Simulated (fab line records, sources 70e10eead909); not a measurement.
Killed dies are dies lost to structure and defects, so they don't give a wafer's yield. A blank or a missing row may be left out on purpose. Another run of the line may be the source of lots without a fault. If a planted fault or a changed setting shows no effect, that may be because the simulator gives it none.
Struck lot and sound lot, side by side -- flow nand-harc -- 14 steps out of a route of 1302
Sound: these wafers, L471.2, L471.3, L471.5. Wafers struck: L479.1, L479.4, L479.6. The cause is named last.
Per side, at each step with rows, come the tool, then ch with its chambers, and then its first start. Under that, the readings that differ: sound wafers -- struck wafers -- difference of the means -- sigmas: that difference in standard deviations of wafers without a fault.
alike: words and numbers the same on both sides, and readings whose means are apart by under 2 such deviations; not compared: readings that were withheld, readings missing a value for some wafer, numbers with overlapping values and no deviation given by the record, and bounds like >300 which may hide the same value.
A row with sigmas, a row that says differs or no value, or rows on one side alone: a step with any of these is where the two part. Numbers that don't overlap but have no deviation are shown without sigmas and don't part them. A reading missing from all wafers of one side parts the sides only when that side holds two or more wafers.

first, 8 steps without rows for these wafers: NHARC_A_BONDPAD_HMDS_02 (time 30 s); NHARC_A_BONDPAD_COAT_33 (time 65 s); NHARC_A_BONDPAD_COAT_03 (resist thk 600 nm); NHARC_A_BONDPAD_SOFTBAKE_04 (time 70 s); NHARC_A_BONDPAD_EBR_05; NHARC_A_BONDPAD_EXPOSE_06 (exposes mask A BPAD); NHARC_A_BONDPAD_PEB_07 (peb time 80 s); NHARC_A_BONDPAD_DEVELOP_08 (time 50 s).
NHARC_A_BONDPAD_CD_MEAS_09: target cd 500 nm.
  sound on cd-sem-03 ch 0, day 24 03:28; struck on cd-sem-01 ch 0, day 27 16:13
  alike: cd-nm
NHARC_A_BONDPAD_OVL_MEAS_35:
  sound on overlay-02 at day 24 03:32; struck on overlay-02 at day 27 16:18
reading,sound,struck,difference,sigmas
overlay-y-nm (nm),-15 -14 -14,9 9 8,+23,+4
  alike: overlay-x-nm
then, 1 step without rows for these wafers: NHARC_A_BONDPAD_HARDBAKE_10 (time 65 s).
NHARC_A_BONDPAD_DESCUM_11: chemistry O2, time 3 s.
  sound on rie-diel-12 ch 0,3, day 24 03:40; struck on rie-diel-12 ch 1,2,3, day 27 16:26
  alike: drypump-motor-current-A, oes-product-au, rf-vpp-V, showerhead-plenum-p-Torr, throttle-valve-pct
  not compared: rf-hours-counter-h
NHARC_A_BONDPAD_ETCH_34: etches the open film in N2/H2, target depth 60 nm, overetch 18 nm, time 65.91 s.
  sound on rie-diel-12 ch 1,3, day 24 03:46; struck on rie-diel-12 ch 0,2, day 27 16:31
  no value came back on the struck wafers for any of 7 readings (bias-w (W), chamber-pressure-mTorr (mTorr) and others); on the sound wafers bias-w (W) reads 149.9 150.6 150.1
  not compared: rf-hours-counter-h
NHARC_A_BONDPAD_ETCH_12: etches the open film in CHF3/O2, target depth 220 nm, time 110 s.
  sound on rie-diel-12 ch 1,3; struck on rie-diel-12 ch 0,1, day 27 16:37
  alike: bias-w, chamber-pressure-mTorr, drypump-motor-current-A, oes-product-au, rf-vpp-V, showerhead-plenum-p-Torr, throttle-valve-pct
  not compared: rf-hours-counter-h

## WHERE THEY PART
Earliest at NHARC_A_BONDPAD_OVL_MEAS_35; latest, in this record, at NHARC_A_BONDPAD_ETCH_34. Later steps at which nothing parts them and some readings are alike: NHARC_A_BONDPAD_ETCH_12.

WHY: what had been put in by the simulator
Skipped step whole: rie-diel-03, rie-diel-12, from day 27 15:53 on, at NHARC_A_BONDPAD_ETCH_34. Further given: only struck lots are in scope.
